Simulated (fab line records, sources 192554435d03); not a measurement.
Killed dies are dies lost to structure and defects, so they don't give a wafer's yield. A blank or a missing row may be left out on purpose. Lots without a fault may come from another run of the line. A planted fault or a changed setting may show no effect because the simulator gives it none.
Split-lot experiment | flow n5_finfet | 7 lots, 21 wafers read, on a route of 1938 steps

THE SPLIT
At N5_BEOL_M4_DESCUM_16 (chemistry O2, time 7 s), the setting time_s was moved away from the recipe's 7 s on 8 of the 21 wafers read, by -12.0% to +22.3%. The other wafers ran this setting at the recipe's value.

FROM THE SPLIT TO THE READING: what the file shows between them, 1 step
- N5_BEOL_M4_ETCH_74: etches underlayer in N2/H2, target depth 6.5 nm, time 5.2 s

THE READING
CAR-EUV_of_BEOL_M4_COAT_05.thk_nm (the simulator's own value, which no gauge read), in nm, at N5_BEOL_M4_ETCH_63 (etches SiARC in CF4, target depth 15.6 nm, time 26 s). The file gives no usual value for it. The 13 wafers here that ran the recipe average 11.2 nm, standard deviation 0.12 nm.

wafer  | tool, chamber at the split | time_s as run, s | against the recipe | CAR-EUV_of_BEOL_M4_COAT_05.thk_nm, nm | against lot-mates on the recipe
L074.1 | rie_diel-04, 1             | 6.585            | -5.9%              | 11.2                                  | +0.1
L074.2 | rie_diel-04, 2,0           | 7                | recipe             | 11                                    | -
L074.4 | rie_diel-04, 2,0           | 7                | recipe             | 11.2                                  | -
L077.1 | rie_diel-05, 1,2           | 7.644            | +9.2%              | 10.8                                  | -0.4
L077.5 | rie_diel-05, 1,2           | 7.644            | +9.2%              | 10.8                                  | -0.4
L077.6 | rie_diel-05, 1             | 7                | recipe             | 11.2                                  | -
L079.1 | rie_diel-06, 0,2,3         | 7                | recipe             | 11                                    | -
L079.3 | rie_diel-06, 0,2,3         | 7                | recipe             | 11                                    | -
L079.2 | rie_diel-06, 0,2,3         | 7                | recipe             | 11.2                                  | -
L080.1 | rie_diel-06, 1,0,1         | 7                | recipe             | 11.2                                  | -
L080.4 | rie_diel-06, 1,0,1         | 7                | recipe             | 11.2                                  | -
L080.6 | rie_diel-06, 1,0,1         | 7                | recipe             | 11.2                                  | -
L084.2 | rie_diel-04, 3,1           | 7.567            | +8.1%              | 11                                    | -0.4
L084.3 | rie_diel-04, 0             | 7                | recipe             | 11.4                                  | -
L084.6 | rie_diel-04, 3,1           | 7.567            | +8.1%              | 10.8                                  | -0.6
L092.1 | rie_diel-06, 3,1           | 7                | recipe             | 11                                    | -
L092.2 | rie_diel-06, 3,1           | 7                | recipe             | 11.2                                  | -
L092.3 | rie_diel-06, 0             | 6.161            | -12.0%             | 11.6                                  | +0.5
L090.2 | rie_diel-06, 2,0           | 8.564            | +22.3%             | 10.6                                  | -0.6
L090.4 | rie_diel-06, 2,0           | 8.564            | +22.3%             | 10.4                                  | -0.8
L090.5 | rie_diel-06, 3             | 7                | recipe             | 11.2                                  | -
Where a row lists several chambers, the file gives one row for several wafers and doesn't say which wafer went through which chamber.

THE FIT
A straight line over all 21 wafers: CAR-EUV_of_BEOL_M4_COAT_05.thk_nm changes by -0.0304 nm for each +1% of time_s; r = -0.91; the points scatter about the line by 0.11 nm.
The same after taking each lot's own level away (the mean of its wafers on the recipe; 21 wafers): -0.0352 nm for each +1%; r = -0.93; scatter 0.11 nm.
On that fit, the largest move of time_s shifts the reading by 0.79 nm.
The lots' own levels span 11.07 to 11.40 nm, that is 2.9 times the standard deviation above.
So the lot-to-lot level changes the slope: the two fits differ.
Check: with one of the wafers moved furthest among these (+22.3%) left out of the fit, the line predicts -0.914 nm for it against its lot-mates. It came out at -0.6 nm against them.

OTHER SPLITS ON THESE WAFERS
These wafers also went through other splits before the reading. Each is held against what the fit with the lots' levels taken away leaves over:
other split on the same wafers            | wafers away from the commonest value | r with CAR-EUV_of_BEOL_M4_COAT_05.thk_nm (lot level and that fit taken away)
N5_BEOL_M0_TRENCH_ETCH_107 target_depth_a | 9                                    | +0.14
N5_BEOL_M0_ETCH_109 bias_w                | 7                                    | +0.06
N5_BEOL_M1_ALD_98 ald_cycles              | 4                                    | -0.06
N5_BEOL_M1_TRENCH_ETCH_37 bias_w          | 6                                    | -0.33
N5_BEOL_M2_DESCUM_16 time_s               | 10                                   | -0.01
N5_BEOL_M2_TRENCH_ETCH_37 time_s          | 4                                    | -0.15
N5_BEOL_M2_SURFACE_TREAT_85 time_s        | as run: not given for these wafers   | -
N5_BEOL_M3_EXPOSE_25 dose_mj              | 7                                    | -0.03

THE WHOLE CHAIN: every reading that the file lists as answering this split, in the file's order
step               | what it does                                                | reading                                                                            | change (the file's fit)                | r (the file's)
N5_BEOL_M4_ETCH_74 | etches underlayer in N2/H2, target depth 6.5 nm, time 5.2 s | CAR-EUV_of_BEOL_M4_COAT_05.thk_nm (the simulator's own value, which no gauge read) | -0.0374 nm for each +1% of the setting | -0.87
N5_BEOL_M4_ETCH_63 | etches SiARC in CF4, target depth 15.6 nm, time 26 s        | CAR-EUV_of_BEOL_M4_COAT_05.thk_nm (the simulator's own value, which no gauge read) | -0.0362 nm for each +1% of the setting | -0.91

THE FILE'S OWN FIT
CAR-EUV_of_BEOL_M4_COAT_05.thk_nm changes by -0.0362 nm for each +1% of time_s, r = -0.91.
